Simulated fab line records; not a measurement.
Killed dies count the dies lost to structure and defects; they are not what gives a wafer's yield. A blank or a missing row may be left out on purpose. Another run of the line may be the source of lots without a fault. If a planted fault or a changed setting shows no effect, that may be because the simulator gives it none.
fab line records / flow nand_harc / part 2 of 2: steps 25 to 30 of 30
[record] lots = 5 wafers = 15 last_day = 33
route steps=1302 shown A_ONON_D2@561 A_CHANNEL_HOLE_D2@570
lots untouched by any fault: they come from a run of this same line in which no faults occurred
start_h: hours from the record's first day to the start of the lot's first wafer shown / wait_h: how many hours have passed since the lot's step before this one / " repeats the value in the row above / L1.1+2: a single row standing in for several wafers / - either no value or no given start / * or withheld: withheld / < > ~ a bound
route shown NAME@n: NAME is a module with steps in the file, n the number in the route of the first one / usual: mean/standard deviation taken from wafers without a fault / same: alike in all rows / chamber/n: place in a boat / sites: readings site by site / _std_site: standard deviation of those values / _edge_site: inner sites' mean taken away from outer sites' mean / radius_mm: for every site, how far away it sits from the centre of the wafer / mask NAME#n: copy n / behind: the most recent tool/chamber to have shaped the wafer / hold: what put the lot on hold/how long, in hours/how the hold closed / device: the n, p or np transistor that did not switch / end of line: the tests these same wafers got at the end of their route / a step with no rows: only its recipe / killed: not the wafer's yield, but the dies lost to structure and defects at the first sort / map: a wafer's dies, x killed, . not, _ none there
set.NAME: the run value of the setting; set.NAME@STEP: its run value at that earlier step / model.NAME: the simulator's own value behind a step, which no gauge read
certain route steps with their lots: each step a table, each wafer a row
services: a tool's chamber out of use, with start hour (start_h, from the record's first day; less than 0 if before it), hours out, and reason
[[steps]]
[step NHARC_A_CHANNEL_HOLE_D2_ETCH_38]
[recipe] target_depth_a = 390 over_etch_frac = 0.3 time_s = 65 ion_energy_ev = 80 cf4_flow_sccm = 150 ar_flow_sccm = 0 rf_w = 300 bias_w = 100 chemistry = CF4
[usual] drypump_motor_current_A = 5.7/0.44 oes_product_au = 1.001/0.011 rf_vpp_V = 151.1/1.4 showerhead_plenum_p_Torr = 1.76/0.088 throttle_valve_pct = 13.282/0.011
lot.wafer=L076.1 tool=rie_diel-09 chamber=3 start_h=303.16 wait_h=0.1 drypump_motor_current_A=6.5 oes_product_au=0.978 rf_hours_counter_h=11.5 rf_vpp_V=152.2 showerhead_plenum_p_Torr=1.83 throttle_valve_pct=13.275
lot.wafer=L076.3 tool=rie_diel-09 chamber=1 start_h=303.16 wait_h=0.1 drypump_motor_current_A=5.2 oes_product_au=0.996 rf_hours_counter_h=9.1 rf_vpp_V=153.0 showerhead_plenum_p_Torr=1.81 throttle_valve_pct=13.278
lot.wafer=L076.6 tool=rie_diel-09 chamber=2 start_h=303.16 wait_h=0.1 drypump_motor_current_A=5.5 oes_product_au=0.998 rf_hours_counter_h=- rf_vpp_V=149.8 showerhead_plenum_p_Torr=1.65 throttle_valve_pct=13.293
lot.wafer=L077.1 tool=rie_diel-08 chamber=1 start_h=315.15 wait_h=0.1 drypump_motor_current_A=5.8 oes_product_au=0.996 rf_hours_counter_h=6.1 rf_vpp_V=152.2 showerhead_plenum_p_Torr=1.89 throttle_valve_pct=13.267
lot.wafer=L077.4 tool=rie_diel-08 chamber=2 start_h=315.15 wait_h=0.1 drypump_motor_current_A=5.5 oes_product_au=1.012 rf_hours_counter_h=6.0 rf_vpp_V=153.1 showerhead_plenum_p_Torr=1.89 throttle_valve_pct=13.273
lot.wafer=L077.5 tool=rie_diel-08 chamber=0 start_h=315.15 wait_h=0.1 drypump_motor_current_A=5.5 oes_product_au=0.998 rf_hours_counter_h=- rf_vpp_V=149.8 showerhead_plenum_p_Torr=1.71 throttle_valve_pct=13.288
lot.wafer=L089.4 tool=rie_diel-13 chamber=0 start_h=441.54 wait_h=0.1 drypump_motor_current_A=6.2 oes_product_au=1.009 rf_hours_counter_h=3.5 rf_vpp_V=151.1 showerhead_plenum_p_Torr=1.69 throttle_valve_pct=13.291
lot.wafer=L089.1 tool=rie_diel-13 chamber=1 start_h=441.54 wait_h=0.1 drypump_motor_current_A=5.7 oes_product_au=0.993 rf_hours_counter_h=4.1 rf_vpp_V=152.2 showerhead_plenum_p_Torr=1.85 throttle_valve_pct=13.277
lot.wafer=L089.6 tool=rie_diel-13 chamber=0 start_h=441.54 wait_h=0.1 drypump_motor_current_A=6.1 oes_product_au=0.995 rf_hours_counter_h=- rf_vpp_V=150.0 showerhead_plenum_p_Torr=1.69 throttle_valve_pct=13.285
lot.wafer=L094.1 tool=rie_diel-13 chamber=3 start_h=494.00 wait_h=0.1 drypump_motor_current_A=5.9 oes_product_au=0.992 rf_hours_counter_h=5.1 rf_vpp_V=152.1 showerhead_plenum_p_Torr=1.67 throttle_valve_pct=13.300
lot.wafer=L094.3 tool=rie_diel-13 chamber=2 start_h=494.00 wait_h=0.1 drypump_motor_current_A=5.2 oes_product_au=1.011 rf_hours_counter_h=7.7 rf_vpp_V=149.9 showerhead_plenum_p_Torr=1.65 throttle_valve_pct=13.285
lot.wafer=L094.6 tool=rie_diel-13 chamber=1 start_h=494.00 wait_h=0.1 drypump_motor_current_A=5.7 oes_product_au=0.989 rf_hours_counter_h=- rf_vpp_V=153.7 showerhead_plenum_p_Torr=1.85 throttle_valve_pct=13.270
lot.wafer=L096.4 tool=rie_diel-08 chamber=0 start_h=507.94 wait_h=0.1 drypump_motor_current_A=5.5 oes_product_au=1.007 rf_hours_counter_h=6.9 rf_vpp_V=150.7 showerhead_plenum_p_Torr=1.70 throttle_valve_pct=13.272
lot.wafer=L096.1 tool=rie_diel-08 chamber=1 start_h=507.94 wait_h=0.1 drypump_motor_current_A=5.8 oes_product_au=1.027 rf_hours_counter_h=6.7 rf_vpp_V=152.1 showerhead_plenum_p_Torr=1.89 throttle_valve_pct=13.278
lot.wafer=L096.6 tool=rie_diel-08 chamber=0 start_h=507.94 wait_h=0.1 drypump_motor_current_A=5.5 oes_product_au=1.003 rf_hours_counter_h=- rf_vpp_V=150.0 showerhead_plenum_p_Torr=1.70 throttle_valve_pct=13.263
[step NHARC_A_CHANNEL_HOLE_D2_ETCH_39]
[recipe] target_depth_a = 2600 over_etch_frac = 0.3 time_s = 325 ion_energy_ev = 200 n2_flow_sccm = 150 h2_flow_sccm = 150 ar_flow_sccm = 0 rf_w = 400 bias_w = 150 chemistry = N2/H2
[usual] drypump_motor_current_A = 5.6/0.41 oes_product_au = 1.002/0.011 rf_vpp_V = 430/3.3 showerhead_plenum_p_Torr = 2.03/0.11 throttle_valve_pct = 14.172/0.0095
lot.wafer=L076.1 tool=rie_diel-09 chamber=1 start_h=- wait_h=- drypump_motor_current_A=5.2 oes_product_au=0.991 rf_hours_counter_h=9.2 rf_vpp_V=431 showerhead_plenum_p_Torr=2.09 throttle_valve_pct=14.166
lot.wafer=L076.3 tool=rie_diel-09 chamber=2 start_h=- wait_h=- drypump_motor_current_A=5.5 oes_product_au=0.996 rf_hours_counter_h=11.0 rf_vpp_V=424 showerhead_plenum_p_Torr=1.89 throttle_valve_pct=14.160
lot.wafer=L076.6 tool=rie_diel-09 chamber=2 start_h=- wait_h=- drypump_motor_current_A=5.5 oes_product_au=0.998 rf_hours_counter_h=- rf_vpp_V=427 showerhead_plenum_p_Torr=1.89 throttle_valve_pct=14.167
lot.wafer=L077.1 tool=rie_diel-08 chamber=2 start_h=- wait_h=- drypump_motor_current_A=5.5 oes_product_au=1.010 rf_hours_counter_h=6.0 rf_vpp_V=435 showerhead_plenum_p_Torr=2.19 throttle_valve_pct=14.187
lot.wafer=L077.4 tool=rie_diel-08 chamber=3 start_h=- wait_h=- drypump_motor_current_A=5.0 oes_product_au=1.001 rf_hours_counter_h=6.0 rf_vpp_V=430 showerhead_plenum_p_Torr=2.02 throttle_valve_pct=14.188
lot.wafer=L077.5 tool=rie_diel-08 chamber=1 start_h=- wait_h=- drypump_motor_current_A=5.8 oes_product_au=1.006 rf_hours_counter_h=- rf_vpp_V=434 showerhead_plenum_p_Torr=2.20 throttle_valve_pct=14.183
lot.wafer=L089.1 tool=rie_diel-13 chamber=2 start_h=- wait_h=- drypump_motor_current_A=5.2 oes_product_au=1.004 rf_hours_counter_h=4.6 rf_vpp_V=426 showerhead_plenum_p_Torr=1.89 throttle_valve_pct=14.174
lot.wafer=L089.4 tool=rie_diel-13 chamber=0 start_h=- wait_h=- drypump_motor_current_A=6.1 oes_product_au=0.995 rf_hours_counter_h=3.6 rf_vpp_V=427 showerhead_plenum_p_Torr=1.94 throttle_valve_pct=14.177
lot.wafer=L089.6 tool=rie_diel-13 chamber=2 start_h=- wait_h=- drypump_motor_current_A=5.2 oes_product_au=1.003 rf_hours_counter_h=- rf_vpp_V=427 showerhead_plenum_p_Torr=1.89 throttle_valve_pct=14.153
lot.wafer=L094.3 tool=rie_diel-13 chamber=3 start_h=- wait_h=- drypump_motor_current_A=5.9 oes_product_au=0.986 rf_hours_counter_h=5.2 rf_vpp_V=427 showerhead_plenum_p_Torr=1.92 throttle_valve_pct=14.167
lot.wafer=L094.1 tool=rie_diel-13 chamber=1 start_h=- wait_h=- drypump_motor_current_A=5.6 oes_product_au=0.995 rf_hours_counter_h=7.8 rf_vpp_V=434 showerhead_plenum_p_Torr=2.14 throttle_valve_pct=14.159
lot.wafer=L094.6 tool=rie_diel-13 chamber=1 start_h=- wait_h=- drypump_motor_current_A=5.6 oes_product_au=0.995 rf_hours_counter_h=- rf_vpp_V=433 showerhead_plenum_p_Torr=2.14 throttle_valve_pct=14.154
lot.wafer=L096.1 tool=rie_diel-08 chamber=2 start_h=- wait_h=- drypump_motor_current_A=5.5 oes_product_au=1.009 rf_hours_counter_h=7.0 rf_vpp_V=434 showerhead_plenum_p_Torr=2.19 throttle_valve_pct=14.181
lot.wafer=L096.4 tool=rie_diel-08 chamber=3 start_h=- wait_h=- drypump_motor_current_A=5.0 oes_product_au=1.011 rf_hours_counter_h=6.8 rf_vpp_V=429 showerhead_plenum_p_Torr=2.01 throttle_valve_pct=14.162
lot.wafer=L096.6 tool=rie_diel-08 chamber=1 start_h=- wait_h=- drypump_motor_current_A=5.8 oes_product_au=1.031 rf_hours_counter_h=- rf_vpp_V=436 showerhead_plenum_p_Torr=2.19 throttle_valve_pct=14.181
[step NHARC_A_CHANNEL_HOLE_D2_ETCH_34]
[recipe] target_depth_a = 1540 time_s = 77 cf4_flow_sccm = 100 chf3_flow_sccm = 30 ar_flow_sccm = 0 rf_w = 500 bias_w = 200 chemistry = CF4/CHF3
[usual] drypump_motor_current_A = 5.7/0.43 oes_product_au = 0.960/0.022 rf_vpp_V = 370.2/2.8 showerhead_plenum_p_Torr = 1.56/0.08 throttle_valve_pct = 16.802/0.0088
lot.wafer=L076.1 tool=rie_diel-09 chamber=3 start_h=- wait_h=- drypump_motor_current_A=6.5 oes_product_au=0.901 rf_hours_counter_h=11.6 rf_vpp_V=371.9 showerhead_plenum_p_Torr=1.63 throttle_valve_pct=16.792
lot.wafer=L076.3 tool=rie_diel-09 chamber=0 start_h=- wait_h=- drypump_motor_current_A=5.9 oes_product_au=0.907 rf_hours_counter_h=10.4 rf_vpp_V=369.6 showerhead_plenum_p_Torr=1.50 throttle_valve_pct=16.810
lot.wafer=L076.6 tool=rie_diel-09 chamber=2 start_h=- wait_h=- drypump_motor_current_A=5.6 oes_product_au=0.912 rf_hours_counter_h=- rf_vpp_V=368.7 showerhead_plenum_p_Torr=1.47 throttle_valve_pct=16.804
lot.wafer=L077.1 tool=rie_diel-08 chamber=1 start_h=- wait_h=- drypump_motor_current_A=5.8 oes_product_au=0.987 rf_hours_counter_h=6.3 rf_vpp_V=375.5 showerhead_plenum_p_Torr=1.68 throttle_valve_pct=16.798
lot.wafer=L077.4 tool=rie_diel-08 chamber=2 start_h=- wait_h=- drypump_motor_current_A=5.4 oes_product_au=0.984 rf_hours_counter_h=6.1 rf_vpp_V=372.4 showerhead_plenum_p_Torr=1.68 throttle_valve_pct=16.804
lot.wafer=L077.5 tool=rie_diel-08 chamber=1 start_h=- wait_h=- drypump_motor_current_A=5.8 oes_product_au=0.976 rf_hours_counter_h=- rf_vpp_V=374.1 showerhead_plenum_p_Torr=1.68 throttle_valve_pct=16.815
lot.wafer=L089.4 tool=rie_diel-13 chamber=2 start_h=- wait_h=- drypump_motor_current_A=5.2 oes_product_au=0.982 rf_hours_counter_h=4.8 rf_vpp_V=366.6 showerhead_plenum_p_Torr=1.46 throttle_valve_pct=16.794
lot.wafer=L089.1 tool=rie_diel-13 chamber=3 start_h=- wait_h=- drypump_motor_current_A=5.9 oes_product_au=0.969 rf_hours_counter_h=4.0 rf_vpp_V=366.7 showerhead_plenum_p_Torr=1.49 throttle_valve_pct=16.806
lot.wafer=L089.6 tool=rie_diel-13 chamber=2 start_h=- wait_h=- drypump_motor_current_A=5.2 oes_product_au=0.979 rf_hours_counter_h=- rf_vpp_V=366.7 showerhead_plenum_p_Torr=1.46 throttle_valve_pct=16.793
lot.wafer=L094.3 tool=rie_diel-13 chamber=1 start_h=- wait_h=- drypump_motor_current_A=5.7 oes_product_au=0.959 rf_hours_counter_h=7.9 rf_vpp_V=373.4 showerhead_plenum_p_Torr=1.65 throttle_valve_pct=16.809
lot.wafer=L094.1 tool=rie_diel-13 chamber=2 start_h=- wait_h=- drypump_motor_current_A=5.2 oes_product_au=0.969 rf_hours_counter_h=7.9 rf_vpp_V=367.7 showerhead_plenum_p_Torr=1.46 throttle_valve_pct=16.798
lot.wafer=L094.6 tool=rie_diel-13 chamber=1 start_h=- wait_h=- drypump_motor_current_A=5.6 oes_product_au=0.954 rf_hours_counter_h=- rf_vpp_V=372.0 showerhead_plenum_p_Torr=1.65 throttle_valve_pct=16.802
lot.wafer=L096.1 tool=rie_diel-08 chamber=2 start_h=- wait_h=- drypump_motor_current_A=5.5 oes_product_au=0.971 rf_hours_counter_h=7.1 rf_vpp_V=373.7 showerhead_plenum_p_Torr=1.68 throttle_valve_pct=16.781
lot.wafer=L096.4 tool=rie_diel-08 chamber=3 start_h=- wait_h=- drypump_motor_current_A=5.0 oes_product_au=0.992 rf_hours_counter_h=6.9 rf_vpp_V=368.9 showerhead_plenum_p_Torr=1.55 throttle_valve_pct=16.825
lot.wafer=L096.6 tool=rie_diel-08 chamber=0 start_h=- wait_h=- drypump_motor_current_A=5.5 oes_product_au=0.992 rf_hours_counter_h=- rf_vpp_V=369.2 showerhead_plenum_p_Torr=1.51 throttle_valve_pct=16.805
[step NHARC_A_CHANNEL_HOLE_D2_ETCH_16]
[recipe] target_depth_a = 31000 over_etch_frac = 0.3 time_s = 806 ion_energy_ev = 150 o2_flow_sccm = 400 cos_flow_sccm = 20 ar_flow_sccm = 0 rf_w = 500 bias_w = 300 chemistry = O2/COS
[usual] drypump_motor_current_A = 5.6/0.43 oes_product_au = 1.002/0.011 rf_vpp_V = 314.0/2.4 showerhead_plenum_p_Torr = 3.11/0.16 throttle_valve_pct = 28.330/0.0095
lot.wafer=L076.3 tool=rie_diel-09 chamber=3 start_h=- wait_h=- drypump_motor_current_A=6.5 oes_product_au=0.984 rf_hours_counter_h=11.7 rf_vpp_V=316.5 showerhead_plenum_p_Torr=3.23 throttle_valve_pct=28.315
lot.wafer=L076.1 tool=rie_diel-09 chamber=1 start_h=- wait_h=- drypump_motor_current_A=5.2 oes_product_au=0.995 rf_hours_counter_h=9.4 rf_vpp_V=314.8 showerhead_plenum_p_Torr=3.19 throttle_valve_pct=28.326
lot.wafer=L076.6 tool=rie_diel-09 chamber=2 start_h=- wait_h=- drypump_motor_current_A=5.5 oes_product_au=0.993 rf_hours_counter_h=- rf_vpp_V=309.4 showerhead_plenum_p_Torr=2.91 throttle_valve_pct=28.330
lot.wafer=L077.4 tool=rie_diel-08 chamber=2 start_h=- wait_h=- drypump_motor_current_A=5.5 oes_product_au=1.006 rf_hours_counter_h=6.2 rf_vpp_V=317.8 showerhead_plenum_p_Torr=3.34 throttle_valve_pct=28.337
lot.wafer=L077.1 tool=rie_diel-08 chamber=0 start_h=- wait_h=- drypump_motor_current_A=5.5 oes_product_au=1.009 rf_hours_counter_h=6.4 rf_vpp_V=312.5 showerhead_plenum_p_Torr=3.01 throttle_valve_pct=28.304
lot.wafer=L077.5 tool=rie_diel-08 chamber=3 start_h=- wait_h=- drypump_motor_current_A=5.0 oes_product_au=1.001 rf_hours_counter_h=- rf_vpp_V=314.1 showerhead_plenum_p_Torr=3.09 throttle_valve_pct=28.331
lot.wafer=L089.4 tool=rie_diel-13 chamber=2 start_h=- wait_h=- drypump_motor_current_A=5.2 oes_product_au=1.011 rf_hours_counter_h=4.9 rf_vpp_V=311.0 showerhead_plenum_p_Torr=2.91 throttle_valve_pct=28.333
lot.wafer=L089.1 tool=rie_diel-13 chamber=3 start_h=- wait_h=- drypump_motor_current_A=5.9 oes_product_au=0.987 rf_hours_counter_h=4.2 rf_vpp_V=310.9 showerhead_plenum_p_Torr=2.95 throttle_valve_pct=28.328
lot.wafer=L089.6 tool=rie_diel-13 chamber=0 start_h=- wait_h=- drypump_motor_current_A=6.1 oes_product_au=0.991 rf_hours_counter_h=- rf_vpp_V=311.5 showerhead_plenum_p_Torr=2.98 throttle_valve_pct=28.335
lot.wafer=L094.1 tool=rie_diel-13 chamber=3 start_h=- wait_h=- drypump_motor_current_A=5.9 oes_product_au=0.995 rf_hours_counter_h=5.5 rf_vpp_V=312.6 showerhead_plenum_p_Torr=2.95 throttle_valve_pct=28.350
lot.wafer=L094.3 tool=rie_diel-13 chamber=2 start_h=- wait_h=- drypump_motor_current_A=5.2 oes_product_au=1.018 rf_hours_counter_h=8.1 rf_vpp_V=310.7 showerhead_plenum_p_Torr=2.90 throttle_valve_pct=28.331
lot.wafer=L094.6 tool=rie_diel-13 chamber=1 start_h=- wait_h=- drypump_motor_current_A=5.6 oes_product_au=1.000 rf_hours_counter_h=- rf_vpp_V=315.7 showerhead_plenum_p_Torr=3.26 throttle_valve_pct=28.326
lot.wafer=L096.1 tool=rie_diel-08 chamber=3 start_h=- wait_h=- drypump_motor_current_A=5.0 oes_product_au=1.004 rf_hours_counter_h=7.0 rf_vpp_V=313.1 showerhead_plenum_p_Torr=3.08 throttle_valve_pct=28.342
lot.wafer=L096.4 tool=rie_diel-08 chamber=0 start_h=- wait_h=- drypump_motor_current_A=5.5 oes_product_au=1.009 rf_hours_counter_h=7.2 rf_vpp_V=312.2 showerhead_plenum_p_Torr=3.00 throttle_valve_pct=28.348
lot.wafer=L096.6 tool=rie_diel-08 chamber=1 start_h=- wait_h=- drypump_motor_current_A=5.8 oes_product_au=1.032 rf_hours_counter_h=- rf_vpp_V=317.6 showerhead_plenum_p_Torr=3.34 throttle_valve_pct=28.340
[step NHARC_A_CHANNEL_HOLE_D2_CD_MEAS_18]
[usual] cd_nm = 99.6/2.1
lot.wafer=L076.1 tool=cd_sem-03 chamber=- start_h=304.18 wait_h=- cd_nm=98.5
lot.wafer=L076.3 tool=cd_sem-03 chamber=- start_h=304.18 wait_h=- cd_nm=102.0
lot.wafer=L076.6 tool=cd_sem-03 chamber=- start_h=304.18 wait_h=- cd_nm=100.0
lot.wafer=L077.1 tool=cd_sem-02 chamber=- start_h=316.16 wait_h=- cd_nm=98.5
lot.wafer=L077.4 tool=cd_sem-02 chamber=- start_h=316.16 wait_h=- cd_nm=101.3
lot.wafer=L077.5 tool=cd_sem-02 chamber=- start_h=316.16 wait_h=- cd_nm=98.5
lot.wafer=L089.1 tool=cd_sem-03 chamber=- start_h=442.56 wait_h=- cd_nm=98.5
lot.wafer=L089.4 tool=cd_sem-03 chamber=- start_h=442.56 wait_h=- cd_nm=101.7
lot.wafer=L089.6 tool=cd_sem-03 chamber=- start_h=442.56 wait_h=- cd_nm=100.3
lot.wafer=L094.1 tool=cd_sem-02 chamber=- start_h=495.21 wait_h=- cd_nm=100.2
lot.wafer=L094.3 tool=cd_sem-02 chamber=- start_h=495.21 wait_h=- cd_nm=101.5
lot.wafer=L094.6 tool=cd_sem-02 chamber=- start_h=495.21 wait_h=- cd_nm=99.1
lot.wafer=L096.1 tool=cd_sem-01 chamber=- start_h=508.96 wait_h=- cd_nm=99.4
lot.wafer=L096.4 tool=cd_sem-01 chamber=- start_h=508.96 wait_h=- cd_nm=97.9
lot.wafer=L096.6 tool=cd_sem-01 chamber=- start_h=508.96 wait_h=- cd_nm=102.5
[step NHARC_A_CHANNEL_HOLE_D2_ETCH_19]
[recipe] bias_v = 1200 source_w = 2500 pressure_mtorr = 15 time_s = 34.5 ar_flow_sccm = 375 c4f8_flow_sccm = 28.8 o2_flow_sccm = 96.2 temp_c = -20 target_depth_a = * chemistry = C4F8/O2/Ar
[usual] drypump_motor_current_A = 5.84/0.19 showerhead_plenum_p_Torr = 3.73/0.11 throttle_valve_pct = 37.037/0.0097
lot.wafer=L076.1 tool=har_etch-02 chamber=0 start_h=304.25 wait_h=0.1 drypump_motor_current_A=5.66 rf_hours_counter_h=358 showerhead_plenum_p_Torr=3.70 throttle_valve_pct=37.046
lot.wafer=L076.3 tool=har_etch-02 chamber=0 start_h=304.25 wait_h=0.1 drypump_motor_current_A=5.66 rf_hours_counter_h=- showerhead_plenum_p_Torr=3.70 throttle_valve_pct=37.041
lot.wafer=L076.6 tool=har_etch-02 chamber=0 start_h=304.25 wait_h=0.1 drypump_motor_current_A=5.66 rf_hours_counter_h=- showerhead_plenum_p_Torr=3.70 throttle_valve_pct=37.049
lot.wafer=L077.1 tool=har_etch-01 chamber=1 start_h=316.26 wait_h=0.1 drypump_motor_current_A=5.68 rf_hours_counter_h=168 showerhead_plenum_p_Torr=3.74 throttle_valve_pct=37.025
lot.wafer=L077.4 tool=har_etch-01 chamber=0 start_h=316.26 wait_h=0.1 drypump_motor_current_A=6.06 rf_hours_counter_h=- showerhead_plenum_p_Torr=3.74 throttle_valve_pct=37.032
lot.wafer=L077.5 tool=har_etch-01 chamber=1 start_h=316.26 wait_h=0.1 drypump_motor_current_A=5.67 rf_hours_counter_h=- showerhead_plenum_p_Torr=3.74 throttle_valve_pct=37.027
lot.wafer=L089.1 tool=har_etch-02 chamber=1 start_h=445.31 wait_h=2.7 drypump_motor_current_A=5.98 rf_hours_counter_h=31 showerhead_plenum_p_Torr=3.94 throttle_valve_pct=37.024
lot.wafer=L089.4 tool=har_etch-02 chamber=0 start_h=445.31 wait_h=2.7 drypump_motor_current_A=5.63 rf_hours_counter_h=- showerhead_plenum_p_Torr=3.65 throttle_valve_pct=37.041
lot.wafer=L089.6 tool=har_etch-02 chamber=0 start_h=445.31 wait_h=2.7 drypump_motor_current_A=5.67 rf_hours_counter_h=- showerhead_plenum_p_Torr=3.65 throttle_valve_pct=37.030
lot.wafer=L094.1 tool=har_etch-02 chamber=1 start_h=497.92 wait_h=2.7 drypump_motor_current_A=5.98 rf_hours_counter_h=61 showerhead_plenum_p_Torr=3.93 throttle_valve_pct=37.051
lot.wafer=L094.3 tool=har_etch-02 chamber=0 start_h=497.92 wait_h=2.7 drypump_motor_current_A=5.66 rf_hours_counter_h=- showerhead_plenum_p_Torr=3.63 throttle_valve_pct=37.020
lot.wafer=L094.6 tool=har_etch-02 chamber=1 start_h=497.92 wait_h=2.7 drypump_motor_current_A=6.01 rf_hours_counter_h=- showerhead_plenum_p_Torr=3.93 throttle_valve_pct=37.041
lot.wafer=L096.1 tool=har_etch-01 chamber=1 start_h=511.64 wait_h=2.7 drypump_motor_current_A=5.69 rf_hours_counter_h=294 showerhead_plenum_p_Torr=3.67 throttle_valve_pct=37.038
lot.wafer=L096.4 tool=har_etch-01 chamber=1 start_h=511.64 wait_h=2.7 drypump_motor_current_A=5.69 rf_hours_counter_h=- showerhead_plenum_p_Torr=3.67 throttle_valve_pct=37.035
lot.wafer=L096.6 tool=har_etch-01 chamber=0 start_h=511.64 wait_h=2.7 drypump_motor_current_A=6.07 rf_hours_counter_h=- showerhead_plenum_p_Torr=3.67 throttle_valve_pct=37.044
[[services]]
tool=rie_diel-09 chamber=2 start_h=283.09 hours=1.7 kind=repair
tool=rie_diel-09 chamber=2 start_h=297.40 hours=4.5 kind=repair
tool=rie_diel-09 chamber=- start_h=320.10 hours=9.0 kind=pm
tool=rie_diel-08 chamber=- start_h=328.04 hours=0.8 kind=repair
tool=litho_track-01 chamber=- start_h=330.00 hours=7.0 kind=pm
tool=rie_diel-13 chamber=- start_h=342.01 hours=9.0 kind=pm
tool=rie_diel-08 chamber=1 start_h=350.06 hours=6.4 kind=repair
tool=litho_track-06 chamber=- start_h=354.00 hours=7.0 kind=pm
tool=pecvd_onon-02 chamber=- start_h=366.00 hours=13.0 kind=pm
tool=pecvd-03 chamber=- start_h=366.30 hours=13.0 kind=pm
tool=rie_diel-08 chamber=- start_h=368.24 hours=9.0 kind=pm
tool=litho_track-04 chamber=- start_h=378.00 hours=7.0 kind=pm
tool=pecvd_onon-02 chamber=- start_h=403.79 hours=2.7 kind=repair
tool=pecvd_onon-03 chamber=- start_h=408.00 hours=13.0 kind=pm
tool=pecvd-02 chamber=- start_h=408.33 hours=13.0 kind=pm
tool=rie_diel-09 chamber=- start_h=412.56 hours=0.1 kind=repair
tool=rie_diel-09 chamber=2 start_h=432.76 hours=7.1 kind=repair
tool=rie_diel-08 chamber=1 start_h=457.69 hours=7.4 kind=repair
tool=rie_diel-13 chamber=3 start_h=459.30 hours=23.3 kind=repair
tool=rie_diel-13 chamber=0 start_h=477.46 hours=19.5 kind=repair
tool=rie_diel-09 chamber=3 start_h=493.69 hours=24.5 kind=repair
tool=rie_diel-09 chamber=- start_h=497.10 hours=9.0 kind=pm
tool=litho_track-01 chamber=- start_h=505.00 hours=7.0 kind=pm
tool=rie_diel-09 chamber=0 start_h=511.05 hours=5.9 kind=repair
